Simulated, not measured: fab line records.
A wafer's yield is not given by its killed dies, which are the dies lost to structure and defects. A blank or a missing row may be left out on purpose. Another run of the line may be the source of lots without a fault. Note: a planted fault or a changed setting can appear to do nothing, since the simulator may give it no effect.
Chamber matching :: flow nand harc :: NHARC_A_CHANNEL_HOLE_D1_DEP_01 on pecvd-01: 3 sister chambers
The step deposits SiON, target thk 140 nm. 3 wafers are shown with their chamber, then 12 later ones without.

== WAFERS, EACH WITH ITS CHAMBER ==
wafer: L092.4
chamber: 2
heater power outer w (W): 429

wafer: L093.2
chamber: 1
heater power outer w (W): 480

wafer: L093.5
chamber: 0
heater power outer w (W): 452

== WAFERS MISSING THEIR CHAMBER ==
wafer: L094.1
heater power outer w (W): 452

wafer: L094.2
heater power outer w (W): 432

wafer: L094.3
heater power outer w (W): 345

wafer: L095.2
heater power outer w (W): 364

wafer: L095.3
heater power outer w (W): 471

wafer: L095.6
heater power outer w (W): 483

wafer: L096.2
heater power outer w (W): 408

wafer: L096.3
heater power outer w (W): 480

wafer: L096.6
heater power outer w (W): 411

wafer: L097.2
heater power outer w (W): 480

wafer: L097.4
heater power outer w (W): 455

wafer: L097.6
heater power outer w (W): 486

== CHAMBER TAKEN BY EACH ==
wafer: L094.1
from the rows above: can't be placed: 0 or 2 or 1
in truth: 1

wafer: L094.2
from the rows above: can't be placed: 2 or 0 or 1
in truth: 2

wafer: L094.3
from the rows above: can't be placed: 2 or 0 or 1
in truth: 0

wafer: L095.2
from the rows above: can't be placed: 2 or 0 or 1
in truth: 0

wafer: L095.3
from the rows above: can't be placed: 1 or 0 or 2
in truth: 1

wafer: L095.6
from the rows above: can't be placed: 1 or 0 or 2
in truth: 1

wafer: L096.2
from the rows above: can't be placed: 2 or 0 or 1
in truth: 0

wafer: L096.3
from the rows above: can't be placed: 1 or 0 or 2
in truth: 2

wafer: L096.6
from the rows above: can't be placed: 2 or 0 or 1
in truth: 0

wafer: L097.2
from the rows above: can't be placed: 1 or 0 or 2
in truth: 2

wafer: L097.4
from the rows above: can't be placed: 0 or 1 or 2
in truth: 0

wafer: L097.6
from the rows above: can't be placed: 1 or 0 or 2
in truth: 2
Placed correctly: 0 of 12. Not placeable from these rows: 12 (in 12, the candidates include the true chamber). Number placed wrongly: 0.
How it was worked out, from the rows above alone: a wafer's distance from a chamber is the root of the sum, over the readings, of the square of ((its reading less the chamber's mean) divided by the reading's scatter). If the next closest chamber is less than 2 further off than the closest, the wafer can't be placed; otherwise it belongs to the closest. A chamber's mean is the mean of its shown wafers. The scatter: with one shown wafer a chamber, the root of the mean of the squares of how far each hidden wafer lies from its nearest shown one.
